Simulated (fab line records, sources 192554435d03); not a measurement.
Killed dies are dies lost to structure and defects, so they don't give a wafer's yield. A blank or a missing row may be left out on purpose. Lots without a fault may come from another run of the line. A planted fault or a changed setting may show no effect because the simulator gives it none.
fab line records | flow n5_finfet
record lots=7 wafers=18 last_day=16
route steps=1938 shown BEOL_M0@719 BEOL_M4@1111
lots that met no fault: from a run of the same line without faults
start_h: hours from the record's first day to the start of the lot's first wafer shown | wait_h: hours since the lot's step before | " the same as in the row above | L1.1+2: a row that stands for several wafers | - no value, or no start given | * or withheld: withheld | < > ~ a bound
route shown NAME@n: a module of which the file shows steps, and the number in the route of the first | usual: mean/standard deviation of fault-free wafers | same: alike in all rows | chamber/n: place in a boat | sites: the reading at each site | _std_site: their standard deviation | _edge_site: outer sites' mean less inner sites' | radius_mm: how far each site lies from the wafer's centre | mask NAME#n: copy n | behind: the tool/chamber that last shaped the wafer | hold: why the lot was held/for how many hours/how that ended | device: the transistor (n, p or np) that didn't switch | end of line: the same wafers' tests at the end of the route | a step without rows: its recipe alone | killed: dies lost to structure and defects at the first sort, not the wafer's yield | map: a wafer's dies, x killed, . not, _ none there
set.NAME: the setting as run; set.NAME@STEP: as run at that earlier step | model.NAME: the simulator's own value behind a step, which no gauge read
lots at some steps of the route; a table a step, a row a wafer
services: from which hour (start_h, from the record's first day; less than 0 if before it) a tool's chamber was out of use, for how many hours, and why
## steps
# step N5_BEOL_M0_WET_ETCH_106
# recipe chemistry=DHF dilution=10:1 temp_c=25 target=SiO2 target_depth_a=1300 dry=ipa_marangoni rinse_time_s=30 rinse_temp_c=23
# step N5_BEOL_M0_ETCH_128
# recipe chemistry=CF4/N2 target_depth_a=120 overetch_a=51 target=SiCN time_s=21.4 ion_energy_ev=150 pressure_mtorr=40 source_w=430 bias_w=70 Ar_flow_sccm=100 cf4_flow_sccm=60 n2_flow_sccm=60
# usual drypump_motor_current_A=5.6/0.42 oes_product_au=0.55/0.064 rf_fwd_power_W=425.3/2.1 rf_vpp_V=382.3/1.5 showerhead_plenum_p_Torr=2.21/0.049 throttle_valve_pct=15.47/0.18
# columns lot.wafer tool chamber start_h wait_h drypump_motor_current_A oes_product_au rf_fwd_power_W rf_hours_counter_h rf_vpp_V showerhead_plenum_p_Torr throttle_valve_pct
L716.1 rie_diel-05 1 138.78 0.0 5.3 0.64 422.9 3 382.9 2.27 15.42
L716.2 " 3 " " 5.8 0.49 427.4 167 381.8 2.20 15.77
L716.3 " 0 " " 5.9 0.48 423.1 170 379.6 2.11 15.48
L717.3 rie_diel-04 2 146.68 0.0 5.5 0.63 426.2 18 383.2 2.15 15.33
L717.4 " 3 " " 6.3 0.50 427.1 225 385.1 2.26 15.49
L717.5 " 3 " " 6.3 0.49 427.7 - 383.2 2.26 15.49
L723.1 rie_diel-03 3 184.88 0.1 5.4 0.61 422.7 26 383.1 2.25 15.32
L723.4 " 3 " " 5.4 0.62 424.7 - 382.9 2.25 15.32
L723.5 " 1 " " 6.3 0.57 426.1 - 383.3 2.22 15.38
L726.2 rie_diel-05 2 203.63 0.0 5.3 0.52 426.4 124 381.5 2.21 15.39
L726.4 " 3 " " 5.8 0.50 426.7 188 382.2 2.20 15.82
L724.1 rie_diel-03 1 209.81 0.2 6.3 0.55 425.4 91 383.4 2.22 15.38
L724.2 " 3 " " 5.5 0.60 426.1 36 383.5 2.25 15.34
L730.3 rie_diel-04 1 224.88 0.1 5.3 0.56 424.6 63 381.0 2.16 15.64
L730.4 " 3 " " 6.3 0.49 427.4 248 384.0 2.25 15.53
L730.5 " 0 " " 4.8 0.56 426.4 - 382.3 2.22 15.25
L729.1 rie_diel-05 1 226.55 0.2 5.3 0.60 422.4 33 383.0 2.26 15.49
L729.3 " 0 " " 6.0 0.48 425.4 202 380.1 2.09 15.55
# step N5_BEOL_M0_TRENCH_ETCH_107
# recipe chemistry=C4F6/O2 target_depth_a=328 target=SiOC time_s=16.4 ion_energy_ev=250 pressure_mtorr=30 source_w=355 bias_w=185 Ar_flow_sccm=300 C4F6_flow_sccm=10 O2_flow_sccm=10
# usual C4F6_flow_sccm=9.998/0.027 drypump_motor_current_A=5.6/0.42 oes_ar_750_au=0.81/0.094 oes_product_au=0.80/0.098 rf_fwd_power_W=348.6/2.1 rf_vpp_V=664/18 showerhead_plenum_p_Torr=2.84/0.066 throttle_valve_pct=20.91/0.16
# columns lot.wafer tool chamber start_h wait_h C4F6_flow_sccm drypump_motor_current_A oes_ar_750_au oes_product_au rf_fwd_power_W rf_hours_counter_h rf_vpp_V showerhead_plenum_p_Torr throttle_valve_pct
L716.1 rie_diel-05 1 138.82 0.0 10.036 5.2 0.97 0.97 346.3 3 639 2.93 21.06
L716.2 " 3 " " 9.977 5.8 0.72 0.72 351.7 167 656 2.84 21.18
L716.3 " 0 " " 9.982 6.0 0.71 0.72 348.9 170 647 2.71 20.79
L717.3 rie_diel-04 2 146.72 0.0 9.980 5.5 0.93 0.93 349.8 18 658 2.76 20.81
L717.4 " 3 " " 9.954 6.2 0.72 0.71 351.0 225 681 2.91 20.84
L717.5 " 3 " " 10.036 6.2 0.72 0.71 352.2 - 681 2.91 20.86
L723.1 rie_diel-03 3 184.92 0.0 10.029 5.5 0.91 0.92 344.6 26 675 2.91 20.90
L723.4 " 3 " " 9.956 5.5 0.91 0.91 345.1 - 674 2.91 20.91
L723.5 " 1 " " 10.012 6.3 0.80 0.81 351.7 - 697 2.87 20.85
L726.2 rie_diel-05 2 203.67 0.0 9.991 5.3 0.75 0.73 349.8 124 656 2.84 20.76
L726.4 " 3 " " 10.037 5.8 0.71 0.70 350.7 188 656 2.83 21.20
L724.1 rie_diel-03 1 209.86 0.0 10.023 6.3 0.80 0.80 351.2 91 697 2.86 20.85
L724.2 " 3 " " 9.987 5.5 0.89 0.91 347.5 36 674 2.91 20.93
L730.3 rie_diel-04 1 224.92 0.0 9.971 5.3 0.83 0.84 349.7 63 674 2.79 21.13
L730.4 " 3 " " 10.003 6.3 0.71 0.70 351.2 248 682 2.90 20.91
L730.5 " 0 " " 9.999 4.8 0.83 0.83 346.8 - 677 2.88 20.80
L729.1 rie_diel-05 1 226.59 0.0 10.009 5.3 0.89 0.89 345.6 33 637 2.91 21.10
L729.3 " 0 " " 10.039 6.0 0.69 0.69 346.6 202 646 2.69 20.84
# step N5_BEOL_M0_STRIP_142
# recipe chemistry=N2/H2 time_s=10 power_w=450 temp_c=40 pressure_mtorr=20 rf_frequency_hz=6e+07 bias_power_w=7 n2_flow_sccm=200 h2_flow_sccm=200
# usual drypump_motor_current_A=5.6/0.42 oes_product_au=0.80/0.096 rf_vpp_V=59.2/0.86 showerhead_plenum_p_Torr=2.54/0.06 throttle_valve_pct=23.8/0.34
# columns lot.wafer tool chamber start_h wait_h drypump_motor_current_A oes_product_au rf_hours_counter_h rf_vpp_V showerhead_plenum_p_Torr throttle_valve_pct
L716.1 rie_diel-05 1 138.85 0.0 5.3 0.98 3 57.6 2.63 24.3
L716.2 " 3 " " 5.8 0.71 167 60.4 2.52 23.7
L716.3 " 0 " " 6.0 0.73 170 58.9 2.43 23.5
L717.3 rie_diel-04 2 146.75 0.0 5.5 0.93 18 60.4 2.50 24.0
L717.4 " 3 " " 6.3 0.69 225 59.4 2.62 24.1
L717.5 " 3 " " 6.3 0.71 - 59.1 2.62 24.1
L723.1 rie_diel-03 3 184.94 0.0 5.5 0.91 26 60.8 2.60 24.1
L723.4 " 3 " " 5.5 0.90 - 60.0 2.60 24.1
L723.5 " 1 " " 6.3 0.82 - 60.0 2.57 23.7
L726.2 rie_diel-05 2 203.69 0.0 5.3 0.74 124 61.6 2.57 24.1
L726.4 " 3 " " 5.9 0.70 188 60.5 2.51 23.8
L724.1 rie_diel-03 1 209.88 0.0 6.3 0.80 91 59.0 2.56 23.7
L724.2 " 3 " " 5.5 0.89 36 59.8 2.60 24.1
L730.3 rie_diel-04 1 224.95 0.0 5.3 0.84 63 58.3 2.50 24.1
L730.4 " 3 " " 6.3 0.68 248 59.1 2.61 24.1
L730.5 " 0 " " 4.8 0.81 - 58.3 2.53 23.1
L729.1 rie_diel-05 1 226.62 0.0 5.2 0.89 33 60.6 2.61 24.4
L729.3 " 0 " " 6.0 0.72 202 58.9 2.41 23.6
# step N5_BEOL_M0_OCD_MEAS_108
# usual trench_depth_nm=32.5/0.99
# columns lot.wafer tool chamber start_h wait_h trench_depth_nm
L716.1 ocd-02 - 138.93 0.1 33.1
L716.2 " - " " 32.1
L716.3 " - " " 32.2
L717.3 ocd-01 - 146.83 0.1 33.2
L717.4 " - " " 32.4
L717.5 " - " " 32.7
L723.1 ocd-02 - 185.02 0.1 34.1
L723.4 " - " " 34.6
L723.5 " - " " 31.5
L726.2 ocd-02 - 203.77 0.1 30.6
L726.4 " - " " 32.1
L724.1 ocd-01 - 209.96 0.1 32.1
L724.2 " - " " 34.7
L730.3 ocd-01 - 225.03 0.1 33.2
L730.4 " - " " 32.2
L730.5 " - " " 32.8
L729.1 ocd-02 - 226.69 0.1 32.7
L729.3 " - " " 31.6
# step N5_BEOL_M0_HM_STRIP_129
# recipe chemistry=peroxide_tin_strip material=TiN target_depth_a=170 temp_c=50 time_s=108
# step N5_BEOL_M0_SRD_130
# recipe time_s=30 temp_c=23 rinse_liquid=diw dry=ipa_marangoni
# step N5_BEOL_M0_ETCH_109
# recipe chemistry=CH3F/O2 target_depth_a=80 overetch_a=24 target=SiCN time_s=27.4 ion_energy_ev=120 pressure_mtorr=30 source_w=395 bias_w=75 Ar_flow_sccm=150 CH3F_flow_sccm=30 O2_flow_sccm=20
# step N5_BEOL_M0_STRIP_139
# recipe chemistry=post_etch_residue_remover time_s=60 temp_c=25 remover_ph=withheld remover_water_wt_pct=withheld remover_fluoride_wt_pct=withheld
# step N5_BEOL_M0_SRD_111
# recipe time_s=30 temp_c=23 rinse_liquid=diw dry=ipa_marangoni
# step N5_BEOL_M0_DEGAS_112
# recipe ambient=vacuum temp_c=250 time_s=60
# usual heater_power_w=335/21
# columns lot.wafer tool chamber start_h wait_h heater_power_w
L716.1 pvd_sputter-03 - 139.21 0.0 331
L716.2 " - " " 323
L716.3 " - " " 340
L717.3 pvd_sputter-01 - 147.54 0.5 346
L717.4 " - " " 320
L717.5 " - " " 302
L723.1 pvd_sputter-02 - 185.34 0.1 351
L723.4 " - " " 297
L723.5 " - " " 290
L726.2 pvd_sputter-03 - 204.40 0.0 358
L726.4 " - " " 353
L724.1 pvd_sputter-03 - 211.26 1.1 361
L724.2 " - " " 344
L730.3 pvd_sputter-03 - 225.90 0.5 326
L730.4 " - " " 365
L730.5 " - " " 314
L729.1 pvd_sputter-03 - 226.97 0.0 360
L729.3 " - " " 317
# step N5_BEOL_M0_PRE_CLEAN_113
# recipe gas=H2/He time_s=30 temp_c=250
# step N5_BEOL_M0_ALD_136
# recipe material=TaN target_thk_a=* temp_c=275 ald_precursor_family=PDMAT ald_co_reactant=NH3 pressure_torr=3 carrier_flow_sccm=1500 pulse_time_s=2 purge_time_s=3 co_reactant_purge_time_s=2 co_reactant_pulse_time_s=3 ald_cycles=30 precursor_vessel_temp_c=75 precursor_vessel_pressure_torr=26.25 precursor_vessel_carrier_sccm=1000
# usual chamber_pressure_Torr=3.000/0.0072 heater_power_w=415/21 precursor_vessel_carrier_sccm=999.9/3 purge_time_s=3/0
# columns lot.wafer tool chamber start_h wait_h chamber_pressure_Torr heater_power_w precursor_vessel_carrier_sccm purge_time_s
L716.1 ald_metal-04 1 139.31 0.0 2.993 411 997.7 3
L716.2 " 2 " " 3.005 362 998.6 3
L716.3 " 0 " " 2.997 410 996.8 3
L717.3 ald_metal-03 2 147.83 0.2 3.008 416 1003.5 3
L717.4 " 1 " " 3.006 407 997.8 3
L717.5 " 2 " " 3.001 439 1003.1 3
L723.1 ald_metal-03 3 185.67 0.3 2.998 443 1000.1 3
L723.4 " 0 " " 2.986 412 1002.0 2.8234
L723.5 " 2 " " 3.010 426 996.0 3
L726.2 ald_metal-03 2 204.51 0.0 2.992 432 999.3 2.8234
L726.4 " 1 " " 3.002 421 996.4 2.8234
L724.1 ald_metal-03 1 211.39 0.1 3.004 419 997.3 3
L724.2 " 2 " " 3.002 430 998.0 2.8234
L730.3 ald_metal-01 3 226.01 0.0 2.995 409 1001.8 3
L730.4 " 1 " " 3.004 396 998.2 3
L730.5 " 0 " " 3.011 384 1000.7 3
L729.1 ald_metal-01 0 227.09 0.0 3.002 392 998.1 3
L729.3 " 2 " " 3.008 420 997.0 3
# step N5_BEOL_M0_SURFACE_TREAT_137
# recipe gas=Ar time_s=* ion_energy_ev=* ion_current_ma_cm2=0.5 pressure_mtorr=* ar_flow_sccm=30
# usual throttle_valve_pct=*
# columns lot.wafer tool chamber start_h wait_h throttle_valve_pct
L716.1 pvd_sputter-02 - 139.53 0.1 *
L716.2 " - " " *
L716.3 " - " " *
L717.3 pvd_sputter-03 - 148.22 0.3 *
L717.4 " - " " *
L717.5 " - " " *
L723.1 pvd_sputter-01 - 186.79 1.0 *
L723.4 " - " " *
L723.5 " - " " *
L726.2 pvd_sputter-01 - 204.78 0.2 *
L726.4 " - " " *
L724.1 pvd_sputter-03 - 211.64 0.1 *
L724.2 " - " " *
L730.3 pvd_sputter-02 - 226.24 0.1 *
L730.4 " - " " *
L730.5 " - " " *
L729.1 pvd_sputter-02 - 227.31 0.1 *
L729.3 " - " " *
# step N5_BEOL_M4_RC_MEAS_101
# usual DIBL_N=36.0/2 DIBL_P=35.9/2.5 IOFF_N=0.16/0.038 IOFF_P=0.21/0.04 ION_N=675/14 ION_P=462/9.4 SS_N=71.5/0.75 SS_P=73.2/0.74 VT_N=250/3.9 VT_P=-251/3.2
# columns lot.wafer tool chamber start_h wait_h DIBL_N[mV/V] DIBL_P[mV/V] IOFF_N[nA/um] IOFF_P[nA/um] ION_N[uA/um] ION_P[uA/um] SS_N[mV/dec] SS_P[mV/dec] VT_N[mV] VT_P[mV]
L716.1 prober-01 0 182.19 0.0 34.6 34.3 0.14 0.18 665 464 72.2 72.6 253 -252
L716.2 " 0 " " 36.5 36.9 0.17 0.21 683 469 71.4 73.5 251 -252
L716.3 " 0 " " 35.2 36.4 0.15 0.20 673 465 72.1 72.7 252 -251
L717.3 prober-01 0 197.43 0.3 39.6 40.5 0.21 0.26 679 463 72.7 73.6 247 -250
L717.4 " 0 " " 35.5 36.5 0.13 0.19 644 446 70.8 73.6 255 -254
L717.5 " 0 " " 38.2 37.5 0.19 0.20 671 452 72.4 74.1 249 -255
L723.1 prober-02 0 229.23 0.0 35.7 35.8 0.16 0.19 665 455 71.7 72.5 250 -251
L723.4 " 0 " " 38.8 41.0 0.23 0.27 694 467 72.6 74.4 244 -247
L723.5 " 0 " " 33.3 34.3 0.12 0.18 669 461 70.8 72.6 251 -252
L726.2 prober-01 0 243.06 0.2 35.5 33.9 0.15 0.19 667 450 72.2 72.3 248 -249
L726.4 " 0 " " 35.4 34.9 0.15 0.21 655 448 71.9 73.4 250 -250
L724.1 prober-02 0 249.46 0.0 33.3 33.2 0.11 0.15 661 450 71.0 72.3 254 -255
L724.2 " 0 " " 35.8 38.4 0.15 0.21 672 461 71.3 73.0 251 -252
L730.3 prober-02 0 270.17 0.3 35.7 37.3 0.16 0.21 669 464 71.5 73.7 249 -246
L730.4 " 0 " " 34.4 36.1 0.13 0.18 686 473 71.0 73.1 256 -251
L730.5 " 0 " " 33.3 34.8 0.12 0.18 656 459 71.2 72.7 255 -253
L729.1 prober-01 0 272.02 0.0 38.9 39.8 0.22 0.27 684 464 73.3 74.5 247 -247
L729.3 " 0 " " 38.0 39.2 0.19 0.26 668 462 72.7 74.7 249 -245
## services
# columns tool chamber start_h hours kind
rie_diel-04 3 149.33 7.2 repair
ald_metal-03 - 165.29 2.8 pm
pvd_sputter-02 - 166.21 1.9 repair
rie_diel-04 2 169.75 12.7 repair
rie_diel-03 0 180.04 - clean
rie_diel-03 0 180.04 - consumable_replace:focus_ring
rie_diel-03 0 180.04 25.4 scheduled_down
rie_diel-03 0 180.04 25.4 vent_cycle
pvd_sputter-03 - 186.93 2.6 repair
ald_metal-03 - 189.49 0.4 repair
rie_diel-04 2 205.62 6.8 repair
ald_metal-03 3 215.15 - calibration
rie_diel-03 2 222.26 - clean
rie_diel-03 2 222.26 - consumable_replace:focus_ring
rie_diel-03 2 222.26 19.4 scheduled_down
rie_diel-03 2 222.26 19.4 vent_cycle
## key
first_sign step=N5_BEOL_M0_ALD_136 reading=purge_time_s direction=down sigmas=99+ usual=* struck=*
effect none on later readings
met_at N5_BEOL_M0_ALD_136
struck_wafers L723.4,L724.2,L726.2,L726.4
baseline_loss step=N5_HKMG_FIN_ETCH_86 wafers=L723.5
onset_between 147.83 185.67
fault kind=process_parameter_drift tool=ald_metal-03 chamber=- onset_h=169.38 steps=N5_BEOL_M0_ALD_136 channel=purge_time_s offset=* shape=step end_h=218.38 scope=struck_wafers_only acts_in=* stated=*
# baseline_loss: these wafers lose ten dies or more at that step, a loss of the line's own and not of a fault; the sort's usual values leave them out
